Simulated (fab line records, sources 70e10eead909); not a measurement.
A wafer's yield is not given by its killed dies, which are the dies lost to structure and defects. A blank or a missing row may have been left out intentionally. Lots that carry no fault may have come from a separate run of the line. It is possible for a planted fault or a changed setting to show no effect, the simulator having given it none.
Which of the tools did it? | flow nand harc | Sampling: 12 lots, 36 wafers, 6 of 1159 route steps

WHAT THE GAUGES READ, wafer by wafer
NHARC_P_GATE_CD_MEAS_59: the cd target is 720 nm. Usual: cd nm reads 719.3 nm (standard deviation 2.6).
lot  | measured     | on        | cd nm (nm)        | flag
L504 | day 5 05:03  | cd sem-01 | 720.1 721.4 721.7 |
L505 | day 5 19:12  | cd sem-03 | 716.1 719.7 718.4 |
L508 | day 6 12:05  | cd sem-01 | 720.3 719.0 721.4 |
L509 | day 6 22:52  | cd sem-02 | 716.1 718.0 718.3 |
L511 | day 7 07:20  | cd sem-02 | 720.4 723.0 721.9 |
L512 | day 7 16:09  | cd sem-02 | 725.3 721.2 723.5 |
L513 | day 7 16:19  | cd sem-03 | - - -             | OFF
L516 | day 8 14:47  | cd sem-01 | 720.5 719.1 721.3 |
L514 | day 8 15:27  | cd sem-02 | 720.0 718.7 718.0 |
L523 | day 10 07:31 | cd sem-02 | 720.1 723.3 720.1 |
L524 | day 10 13:35 | cd sem-03 | 716.7 719.7 714.1 |
L526 | day 10 22:35 | cd sem-03 | 720.2 720.2 719.6 |

NHARC_END_SORT_01. Usual: killed at array 29, standard deviation 13; killed at other 0.7, standard deviation 1; killed at periphery 3.2, standard deviation 2.3; killed dies 33, standard deviation 13; killed open 3.3, standard deviation 1.7; killed short 2.0, standard deviation 1.5.
lot  | measured     | on        | killed at array | killed at other | killed at periphery | killed dies | killed open | killed short | flag
L513 | day 22 02:29 | prober-01 | 30 21 28        | 2 1 0           | 645 655 649         | 677 677 677 | 3 1 4       | 3 2 0        | OFF

WHAT TOOL EACH LOT RAN ON (gives the tool, then ch and the chambers of the sampled wafers, and finally the start)
lot  | NHARC_P_GATE_STRIP_108             | NHARC_P_GATE_ALD_36               | NHARC_P_GATE_EXPOSE_56            | NHARC_P_GATE_STRIP_76
L504 | rie diel-11 ch 0,2, day 4 16:06    | ald sin-02 ch 1,3, day 4 16:44    | krf scanner-03 ch 0, day 5 04:54  | plasma asher-02 ch 0,1, day 5 05:52
L505 | rie diel-01 ch 2,3, day 5 06:20    | ald sin-01 ch 0,1, day 5 08:01    | krf scanner-02 ch 0, day 5 19:03  | plasma asher-01 ch 0,1, day 5 20:01
L508 | rie diel-11 ch 0,1,2, day 5 23:14  | ald sin-03 ch 1,2, day 6 00:54    | krf scanner-03 ch 0, day 6 11:56  | plasma asher-02 ch 0,1, day 6 12:53
L509 | rie diel-09 ch 0,2,3, day 6 09:32  | ald sin-02 ch 1,2,3, day 6 11:13  | krf scanner-03 ch 0, day 6 22:43  | plasma asher-02 ch 0,1, day 6 23:41
L511 | rie diel-11 ch 0,1,3, day 6 18:02  | ald sin-01 ch 0,2, day 6 18:40    | krf scanner-04 ch 0, day 7 07:10  | plasma asher-02 ch 0, day 7 08:10
L512 | rie diel-11 ch 0,2,3, day 7 03:19  | ald sin-02 ch 0,2, day 7 04:58    | krf scanner-02 ch 0, day 7 15:59  | plasma asher-02 ch 1, day 7 16:58
L513 | rie diel-09 ch 0,1,3, day 7 03:21  | ald sin-03 ch 0,1,2, day 7 05:02  | krf scanner-04 ch 0, day 7 16:10  | plasma asher-01 ch 0,1, day 7 17:09
L516 | rie diel-09 ch 0,2,3, day 8 02:02  | ald sin-02 ch 1,2,3, day 8 03:45  | krf scanner-04 ch 0, day 8 14:38  | plasma asher-01 ch 0,1, day 8 15:35
L514 | rie diel-11 ch 0,1, day 8 02:26    | ald sin-03 ch 0,1,3, day 8 03:05  | krf scanner-04 ch 0, day 8 15:18  | plasma asher-01 ch 0,1, day 8 16:23
L523 | rie diel-01 ch 0,1, day 9 18:37    | ald sin-01 ch 0,1,3, day 9 21:22  | krf scanner-03 ch 0, day 10 07:21 | plasma asher-02 ch 0,1, day 10 08:19
L524 | rie diel-11 ch 0,1,2, day 10 00:29 | ald sin-03 ch 0,1,2, day 10 04:18 | krf scanner-04 ch 0, day 10 13:26 | plasma asher-01 ch 0,1, day 10 14:26
L526 | rie diel-11 ch 2,3, day 10 09:23   | ald sin-01 ch 0,2, day 10 10:01   | krf scanner-03 ch 0, day 10 22:26 | plasma asher-01 ch 0,1, day 10 23:25
- NHARC_P_GATE_STRIP_108: strips in O2.
- NHARC_P_GATE_ALD_36: deposits SiNx, target thk 20 nm, pulse time 60 s, ald cycles 223.
- NHARC_P_GATE_EXPOSE_56: exposes mask P PSD, target cd 720 nm.
- NHARC_P_GATE_STRIP_76: strips in O2.

WHAT THE TOOLS THEMSELVES READ (means of the sampled wafers that have a number; where no wafer has one, the mark that the record gives instead)
NHARC_P_GATE_STRIP_108. Usual: chamber pressure mTorr 60.00 mTorr, standard deviation 0.058; drypump motor current A 5.5 A, standard deviation 0.32; oes product au 0.998 a.u., standard deviation 0.0091; rf vpp V 57.7 V, standard deviation 0.89; showerhead plenum p Torr 3.56 Torr, standard deviation 0.14; throttle valve pct 17.037 %, standard deviation 0.0086.
lot  | tool        | chamber pressure mTorr (mTorr) | drypump motor current A (A) | oes product au (a.u.) | rf vpp V (V) | showerhead plenum p Torr (Torr) | throttle valve pct (%) | flag
L504 | rie diel-11 | 60.02                          | 5.7                         | 0.996                 | 58.0         | 3.58                            | 17.037                 |
L505 | rie diel-01 | 59.95                          | 5.5                         | 0.989                 | 57.5         | 3.66                            | 17.041                 |
L508 | rie diel-11 | 59.99                          | 5.5                         | 0.993                 | 58.0         | 3.56                            | 17.033                 |
L509 | rie diel-09 | 60.01                          | 5.5                         | 1.004                 | 58.0         | 3.52                            | 17.034                 |
L511 | rie diel-11 | 60.01                          | 5.4                         | 0.995                 | 57.3         | 3.47                            | 17.032                 |
L512 | rie diel-11 | 59.96                          | 5.7                         | 1.002                 | 57.8         | 3.49                            | 17.041                 |
L513 | rie diel-09 | 60.03                          | 5.5                         | 0.999                 | 58.0         | 3.56                            | 17.032                 |
L516 | rie diel-09 | 59.97                          | 5.5                         | 0.999                 | 57.7         | 3.51                            | 17.045                 |
L514 | rie diel-11 | 59.98                          | 5.2                         | 0.998                 | 57.6         | 3.54                            | 17.036                 |
L523 | rie diel-01 | 60.06                          | 5.5                         | 1.000                 | 57.7         | 3.63                            | 17.035                 |
L524 | rie diel-11 | 60.01                          | 5.5                         | 0.999                 | 58.5         | 3.55                            | 17.037                 |
L526 | rie diel-11 | 59.99                          | 5.7                         | 0.992                 | 57.1         | 3.54                            | 17.046                 |

NHARC_P_GATE_ALD_36. Usual: heater power outer w 511 W, standard deviation 69; heater power w 832 W, standard deviation 98; precursor pulse height rel 1.000, standard deviation 0.02.
lot  | tool       | heater power outer w (W) | heater power w (W) | precursor pulse height rel | flag
L504 | ald sin-02 | 561                      | 913                | 1.000                      |
L505 | ald sin-01 | 445                      | 724                | 1.008                      |
L508 | ald sin-03 | 547                      | 903                | 0.999                      |
L509 | ald sin-02 | 554                      | 853                | 0.995                      |
L511 | ald sin-01 | 528                      | 904                | 1.012                      |
L512 | ald sin-02 | 469                      | 764                | 1.014                      |
L513 | ald sin-03 | 553                      | 869                | 1.004                      |
L516 | ald sin-02 | 542                      | 870                | 1.009                      |
L514 | ald sin-03 | 538                      | 827                | 1.004                      |
L523 | ald sin-01 | 470                      | 757                | 0.986                      |
L524 | ald sin-03 | 552                      | 884                | 0.992                      |
L526 | ald sin-01 | 487                      | 791                | 1.003                      |

NHARC_P_GATE_STRIP_76. Usual: drypump motor current A 5.58 A, standard deviation 0.16; heater power w 326 W, standard deviation 34.
lot  | tool            | drypump motor current A (A) | heater power w (W) | flag
L504 | plasma asher-02 | 5.61                        | 332                |
L505 | plasma asher-01 | 5.63                        | 306                |
L508 | plasma asher-02 | 5.59                        | 336                |
L509 | plasma asher-02 | 5.58                        | 333                |
L511 | plasma asher-02 | 5.28                        | 331                |
L512 | plasma asher-02 | 5.74                        | 338                |
L513 | plasma asher-01 | 5.64                        | 327                |
L516 | plasma asher-01 | 5.64                        | 301                |
L514 | plasma asher-01 | 5.63                        | 337                |
L523 | plasma asher-02 | 5.58                        | 341                |
L524 | plasma asher-01 | 5.63                        | 305                |
L526 | plasma asher-01 | 5.64                        | 303                |

THE ANSWER, worked out from the rows above alone
Rule: a lot is off if the mean of its wafers that have a number lies more than 3 standard deviations from the usual mean. A lot without any number at a reading at which 4 lots or more have one is off too. The other lots that the step has rows for count as sound. First the gauges in route order, then the tools' own readings, where a lot's mean is used as printed above. The first step at which some lot is off is used, and at that step the reading that is off furthest; a lot without a number counts as furthest.
Off: L513 (NHARC_P_GATE_CD_MEAS_59, cd nm). Without a number there: L513.
If a tool, at a process step before that reading, ran all the lots that are off and no sound lot after the first of them, it fits. The gauges at NHARC_P_GATE_CD_MEAS_59 aren't tried: what is off there is off at NHARC_END_SORT_01 too, on other tools, and a gauge's error can't cause that. Not one of the candidates tried fits.

WHAT WAS PUT IN BY THE SIMULATOR
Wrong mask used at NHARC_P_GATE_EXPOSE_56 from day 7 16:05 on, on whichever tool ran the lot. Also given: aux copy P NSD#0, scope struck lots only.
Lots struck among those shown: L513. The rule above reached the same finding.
